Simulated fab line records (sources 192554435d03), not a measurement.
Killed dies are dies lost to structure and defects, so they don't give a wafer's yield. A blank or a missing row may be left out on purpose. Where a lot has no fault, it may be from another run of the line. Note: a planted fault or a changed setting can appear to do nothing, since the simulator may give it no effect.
fab line records    flow n5Finfet
record: lots: 11  wafers: 32  lastDay: 18
route steps=1938 shown BEOL_M2@908 BEOL_M4@1111 PASSIVATION@1936
lots untouched by any fault: they come from a run of this same line in which no faults occurred
startH: the number of hours between the record's first day and the start of the first shown wafer of the lot    waitH: hours from the lot's prior step to this one    " the same as in the row above    L1.1+2: a row that stands for several wafers    - no value, or no start was given    * or withheld: withheld    < > ~ a bound
route shown NAME@n: a module of which the file shows steps, and the number in the route of the first    usual: mean and standard deviation over wafers with no fault    same: alike in all rows    chamber/n: place in a boat    sites: each site's reading    _std_site: their standard deviation    _edge_site: the outer-site mean with the inner-site mean subtracted    radiusMm: how far each site lies from the wafer's centre    mask NAME#n: copy n    behind: the tool/chamber that last shaped the wafer    hold: reason for holding the lot/hours on hold/outcome of the hold    device: the n, p or np transistor that did not switch    end of line: the same wafers' tests at the end of the route    where a step has no rows: the recipe by itself    killed: dies lost to structure and defects at the first sort, not the wafer's yield    map: a wafer's dies, marking killed ones x, the rest . and places with no die _
set.NAME: the setting that was run; set.NAME@STEP: the one run at that earlier step    model.NAME: the simulator's own value behind a step, which no gauge read
route steps across a sampled set of lots; one table per step, one row per wafer
== steps ==
step: N5_BEOL_M2_SPUTTER_81
recipe: material: Cu  targetThkA: 45  tempC: -20  chamberPressurePa: 0.07  powerW: withheld  timeS: 8.29
usual: throttleValvePct: 30.1/0.93
lot.wafer  tool           chamber  startH  waitH  throttleValvePct
L670.1     pvdSputter-02  -        180.63  0.1    29.7
L670.3     "              -        "       "      31.1
L670.4     "              -        "       "      29.9
L669.1     pvdSputter-03  -        191.61  0.1    30.8
L669.2     "              -        "       "      30.2
L669.6     "              -        "       "      30.0
L671.1     pvdSputter-01  -        198.13  0.1    31.9
L671.3     "              -        "       "      29.6
L671.6     "              -        "       "      29.6
L675.1     pvdSputter-02  -        205.84  0.1    29.7
L675.2     "              -        "       "      30.7
L675.3     "              -        "       "      29.7
L677.1     pvdSputter-03  -        226.69  0.1    28.4
L677.6     "              -        "       "      29.6
L678.1     pvdSputter-01  -        230.15  0.1    29.4
L678.3     "              -        "       "      31.9
L678.5     "              -        "       "      29.4
L681.1     pvdSputter-01  -        233.05  0.1    31.8
L681.3     "              -        "       "      29.5
L681.6     "              -        "       "      31.8
L680.3     pvdSputter-02  -        245.73  0.1    30.8
L680.5     "              -        "       "      29.5
L680.6     "              -        "       "      30.6
L682.1     pvdSputter-01  -        254.59  0.1    31.8
L682.3     "              -        "       "      29.6
L682.5     "              -        "       "      28.9
L684.2     pvdSputter-03  -        262.00  0.1    29.7
L684.3     "              -        "       "      31.0
L684.6     "              -        "       "      30.2
L686.1     pvdSputter-02  -        274.80  0.1    31.2
L686.2     "              -        "       "      30.0
L686.5     "              -        "       "      31.5
step: N5_BEOL_M2_ANNEAL_91
recipe: tempC: 400  timeS: 240  ambient: vacuum
usual: heaterPowerW: 846/83  susceptorTempC: 399.98/0.21  susceptor_temp_C_max: 400.9/0.41
lot.wafer  tool           chamber  startH  waitH  heaterPowerW  susceptorTempC  susceptor_temp_C_max
L670.1     pvdSputter-02  -        181.46  0.0    739           399.73          400.5
L670.3     "              -        "       "      723           400.15          400.8
L670.4     "              -        "       "      1034          399.73          400.3
L669.1     pvdSputter-03  -        192.35  0.0    777           399.60          401.1
L669.2     "              -        "       "      773           400.21          400.9
L669.6     "              -        "       "      772           400.14          401.3
L671.1     pvdSputter-01  -        198.93  0.0    795           400.02          401.0
L671.3     "              -        "       "      935           400.01          400.6
L671.6     "              -        "       "      929           400.30          401.0
L675.1     pvdSputter-02  -        206.58  0.0    1041          400.00          400.6
L675.2     "              -        "       "      852           399.98          400.8
L675.3     "              -        "       "      760           399.91          400.7
L677.1     pvdSputter-03  -        227.43  0.0    911           399.83          400.5
L677.6     "              -        "       "      817           399.83          401.3
L678.1     pvdSputter-01  -        230.89  0.0    946           400.00          400.6
L678.3     "              -        "       "      803           400.00          400.8
L678.5     "              -        "       "      904           400.00          400.7
L681.1     pvdSputter-01  -        233.79  0.0    787           400.25          401.2
L681.3     "              -        "       "      933           400.04          400.8
L681.6     "              -        "       "      817           400.22          401.2
L680.3     pvdSputter-02  -        246.47  0.0    726           400.29          400.9
L680.5     "              -        "       "      731           400.12          400.8
L680.6     "              -        "       "      856           400.20          400.9
L682.1     pvdSputter-01  -        255.33  0.0    816           399.81          400.9
L682.3     "              -        "       "      949           400.14          400.8
L682.5     "              -        "       "      953           399.81          400.4
L684.2     pvdSputter-03  -        262.74  0.0    819           399.70          401.4
L684.3     "              -        "       "      762           399.81          401.4
L684.6     "              -        "       "      779           400.37          401.3
L686.1     pvdSputter-02  -        275.54  0.0    710           400.02          400.7
L686.2     "              -        "       "      1040          400.22          400.7
L686.5     "              -        "       "      731           399.75          400.5
step: N5_BEOL_M2_ANNEAL_95
recipe: tempC: 400  timeS: 240  ambient: vacuum
usual: heaterPowerW: 845/84  susceptorTempC: 400.01/0.21  susceptor_temp_C_max: 400.9/0.45
lot.wafer  tool           chamber  startH  waitH  heaterPowerW  susceptorTempC  susceptor_temp_C_max
L670.1     pvdSputter-02  -        181.95  0.0    -             -               -
L670.3     "              -        "       "      -             -               -
L670.4     "              -        "       "      -             -               -
L669.1     pvdSputter-03  -        192.79  0.0    -             -               -
L669.2     "              -        "       "      -             -               -
L669.6     "              -        "       "      -             -               -
L671.1     pvdSputter-01  -        199.41  0.0    -             -               -
L671.3     "              -        "       "      -             -               -
L671.6     "              -        "       "      -             -               -
L675.1     pvdSputter-02  -        207.02  0.0    1038          399.97          400.6
L675.2     "              -        "       "      843           400.21          400.9
L675.3     "              -        "       "      736           400.30          401.2
L677.1     pvdSputter-03  -        227.87  0.0    885           399.85          400.7
L677.6     "              -        "       "      809           399.81          400.9
L678.1     pvdSputter-01  -        231.33  0.0    928           400.12          400.8
L678.3     "              -        "       "      801           399.97          401.0
L678.5     "              -        "       "      918           400.10          400.8
L681.1     pvdSputter-01  -        234.23  0.0    763           399.73          400.5
L681.3     "              -        "       "      909           400.52          401.1
L681.6     "              -        "       "      799           400.11          400.9
L680.3     pvdSputter-02  -        246.91  0.0    716           400.47          401.3
L680.5     "              -        "       "      734           400.27          401.1
L680.6     "              -        "       "      867           399.97          400.7
L682.1     pvdSputter-01  -        255.77  0.0    805           399.81          400.9
L682.3     "              -        "       "      950           400.12          400.8
L682.5     "              -        "       "      1004          400.17          400.9
L684.2     pvdSputter-03  -        263.18  0.0    813           399.98          401.1
L684.3     "              -        "       "      776           400.09          401.8
L684.6     "              -        "       "      780           400.07          401.0
L686.1     pvdSputter-02  -        275.98  0.0    730           400.13          400.8
L686.2     "              -        "       "      1038          399.86          400.5
L686.5     "              -        "       "      729           400.01          400.6
step: N5_BEOL_M2_ANNEAL_51
recipe: tempC: 225  timeS: 90  ambient: N2
usual: annealTempC: 224.98/0.18  annealTempCMax: 225.7/0.31  wafer_temp_C_max: 226.21/0.26
lot.wafer  tool          chamber  startH  waitH  annealTempC  annealTempCMax  wafer_temp_C_max
L670.1     rtpAnneal-01  0        182.32  0.1    224.93       225.9           226.09
L670.3     "             0        "       "      224.97       225.9           226.15
L670.4     "             0        "       "      225.11       226.1           226.45
L669.1     rtpAnneal-02  0        193.13  0.1    225.10       225.8           225.62
L669.2     "             0        "       "      225.07       225.6           225.75
L669.6     "             0        "       "      225.02       225.5           226.64
L671.1     rtpAnneal-02  0        199.76  0.1    224.93       225.4           226.09
L671.3     "             0        "       "      224.95       225.5           225.99
L671.6     "             0        "       "      224.74       225.3           226.24
L675.1     rtpAnneal-02  0        207.49  0.2    224.97       225.6           226.55
L675.2     "             0        "       "      225.07       225.6           225.63
L675.3     "             0        "       "      225.01       225.6           226.28
L677.1     rtpAnneal-02  0        228.21  0.1    224.94       225.5           226.20
L677.6     "             0        "       "      225.00       225.7           226.42
L678.1     rtpAnneal-02  0        231.67  0.1    225.10       225.7           226.37
L678.3     "             0        "       "      225.00       225.5           226.32
L678.5     "             0        "       "      224.81       225.5           226.31
L681.1     rtpAnneal-01  0        234.57  0.1    224.79       225.9           226.32
L681.3     "             0        "       "      225.17       226.1           226.39
L681.6     "             0        "       "      225.01       226.1           226.13
L680.3     rtpAnneal-02  0        247.34  0.1    225.16       225.7           226.97
L680.5     "             0        "       "      224.99       225.7           226.32
L680.6     "             0        "       "      225.21       225.7           226.44
L682.1     rtpAnneal-01  0        256.11  0.1    225.03       226.0           226.20
L682.3     "             0        "       "      225.00       225.9           226.69
L682.5     "             0        "       "      224.96       226.2           226.52
L684.2     rtpAnneal-01  0        263.65  0.2    225.01       225.9           225.89
L684.3     "             0        "       "      225.24       226.4           226.01
L684.6     "             0        "       "      225.29       226.1           226.14
L686.1     rtpAnneal-02  0        276.32  0.1    225.07       225.6           226.11
L686.2     "             0        "       "      225.17       225.7           226.08
L686.5     "             0        "       "      225.16       225.5           226.41
step: N5_BEOL_M4_RC_MEAS_101
usual: DIBL_N: 36.0/1.6  DIBL_P: 35.8/2  IOFF_N: 0.152/0.03  IOFF_P: 0.20/0.031  ION_N: 670/12  ION_P: 459/7.4  SS_N: 71.5/0.56  SS_P: 73.2/0.64  VT_N: 251/3.5  VT_P: -252/3.3
lot.wafer  tool       chamber  startH  waitH  DIBL_N[mV/V]  DIBL_P[mV/V]  IOFF_N[nA/um]  IOFF_P[nA/um]  ION_N[uA/um]  ION_P[uA/um]  SS_N[mV/dec]  SS_P[mV/dec]  VT_N[mV]  VT_P[mV]
L669.1     prober-01  0        214.65  0.0    35.8          35.9          0.171          0.20           669           454           71.3          73.0          250       -252
L669.2     "          0        "       "      36.7          37.3          0.176          0.21           670           452           71.8          73.2          251       -251
L669.6     "          0        "       "      35.8          35.5          0.165          0.19           667           456           71.8          73.5          247       -254
L670.1     prober-01  0        219.21  0.0    37.4          36.7          0.151          0.20           674           461           71.8          73.6          253       -252
L670.3     "          0        "       "      35.9          35.6          0.125          0.18           656           455           71.3          73.2          255       -250
L670.4     "          0        "       "      37.2          37.0          0.155          0.20           680           463           72.1          73.6          250       -253
L671.1     prober-01  0        238.45  0.0    33.6          34.2          0.113          0.19           644           456           71.4          72.4          255       -247
L671.3     "          0        "       "      36.9          38.5          0.172          0.26           676           473           71.7          73.6          248       -245
L671.6     "          0        "       "      34.7          35.2          0.136          0.21           673           473           71.2          72.9          253       -248
L675.1     prober-01  0        247.01  0.0    33.3          33.0          0.110          0.16           659           457           71.8          72.7          253       -254
L675.2     "          0        "       "      34.2          35.2          0.129          0.19           661           457           71.1          73.3          252       -252
L675.3     "          0        "       "      36.2          38.0          0.170          0.23           678           463           71.6          73.7          249       -247
L677.1     prober-01  0        275.60  0.0    36.2          35.1          0.121          0.17           644           446           71.9          72.7          260       -257
L677.6     "          0        "       "      37.3          37.2          0.154          0.21           669           456           72.3          73.1          253       -252
L678.1     prober-02  0        281.04  0.0    34.8          32.6          0.118          0.14           665           452           71.1          72.2          250       -256
L678.3     "          0        "       "      36.3          34.5          0.143          0.17           661           451           70.6          72.8          248       -253
L678.5     "          0        "       "      40.9          40.2          0.233          0.25           689           461           72.9          74.1          242       -250
L681.1     prober-02  0        284.35  0.0    34.7          33.2          0.122          0.15           658           452           71.2          73.1          254       -257
L681.3     "          0        "       "      39.0          38.9          0.210          0.24           690           472           72.5          73.9          246       -248
L681.6     "          0        "       "      36.8          35.7          0.154          0.19           667           452           71.9          73.5          252       -252
L680.3     prober-01  0        285.29  0.3    34.8          36.5          0.157          0.21           672           461           71.3          72.7          249       -250
L680.5     "          0        "       "      37.0          39.1          0.203          0.26           695           470           71.8          73.6          245       -246
L680.6     "          0        "       "      37.5          39.4          0.224          0.26           686           466           72.0          73.6          243       -248
L684.2     prober-02  0        294.19  0.2    35.6          35.8          0.151          0.20           687           469           71.3          73.7          250       -250
L684.3     "          0        "       "      35.3          35.7          0.146          0.20           674           461           70.9          73.4          248       -251
L684.6     "          0        "       "      36.1          35.7          0.150          0.20           673           459           71.2          72.6          249       -249
L682.1     prober-01  0        301.95  0.0    37.7          38.1          0.196          0.22           686           459           71.2          73.9          244       -251
L682.3     "          0        "       "      34.9          35.4          0.150          0.18           691           471           71.1          72.9          247       -252
L682.5     "          0        "       "      34.7          34.2          0.131          0.16           664           449           70.7          72.5          250       -255
L686.1     prober-02  0        328.96  0.0    35.5          33.7          0.136          0.21           674           473           70.9          72.8          254       -250
L686.2     "          0        "       "      36.1          34.1          0.144          0.21           661           459           71.4          73.5          251       -246
L686.5     "          0        "       "      35.4          33.8          0.135          0.20           664           459           71.3          73.4          251       -247
step: N5_PASSIVATION_PROBE_49
usual: defectLimitedYield: 91.6/1.4  killed_at_M0_to_M3: 33/10  killed_at_M4_up: 13/5.3  killedAtContacts: 13/5.9  killedAtFrontEnd: 36/12  killedAtOther: 4/3.1  killedDies: 99/16  killedOpen: 65/13  killedShort: 32/7.3  sort_bin_5_function: 4.9/0.9  sort_bin_6_memory: 3.1/0.66  sort_bin_8_speed: 0.0/0.42  sortNPass: 1081/17  sortYieldPct: 91.6/1.4
same: grossDies: 1180  killedAtBackSide: 0  sort_bin_4_leakage[%]: 0
lot.wafer  tool       chamber  startH  waitH  defectLimitedYield[%]  killed_at_M0_to_M3  killed_at_M4_up  killedAtContacts  killedAtFrontEnd  killedAtOther  killedDies  killedOpen  killedShort  sort_bin_5_function[%]  sort_bin_6_memory[%]  sort_bin_8_speed[%]  sortNPass  sortYieldPct[%]
L669.1     prober-01  -        321.01  0.0    91.0                   49                  4                16                36                1              106         59          35           4.7                     3.1                   0                    1074       91.0
killed by level:class
L669.1 BEOL_M2:geometricParticle:open=15 HKMG_FIN:areaEtch=11 MOL_CONTACT_COAG:geometricParticle:open=10 BEOL_M0:geometricParticle:short=8 BEOL_M1:geometricParticle:open=7 MOL_CONTACT_COAG:geometricParticle:short=6 GATE_CUT:geometricParticle:short=5 BEOL_M0_SAQP:geometricParticle:short=5
== key ==
firstSign: step: N5_BEOL_M2_ANNEAL_95  reading: toolRecord  direction: missing
effect none on later readings
metAt N5_BEOL_M2_ANNEAL_95
struckLots L669,L670,L671
rowsEnd L671.1
baselineLoss: step: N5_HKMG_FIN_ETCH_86  wafers: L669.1
notActingAt N5_BEOL_M2_SPUTTER_81,N5_BEOL_M2_ANNEAL_91,N5_BEOL_M2_ANNEAL_51
earlierFault: kind: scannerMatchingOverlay  tool: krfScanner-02  chamber: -  onsetH: 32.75  steps: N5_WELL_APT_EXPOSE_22  offset: 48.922
fault: kind: skippedStepWhole  tool: pvdSputter-01,pvdSputter-02,pvdSputter-03  chamber: -  onsetH: 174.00  steps: N5_BEOL_M2_ANNEAL_95  scope: struckLotsOnly
rowsEnd: these wafers met a further fault down the route, and their rows from its step on are left out
baselineLoss: these wafers lose ten dies or more at that step, a loss of the line's own and not of a fault; the sort's usual values leave them out
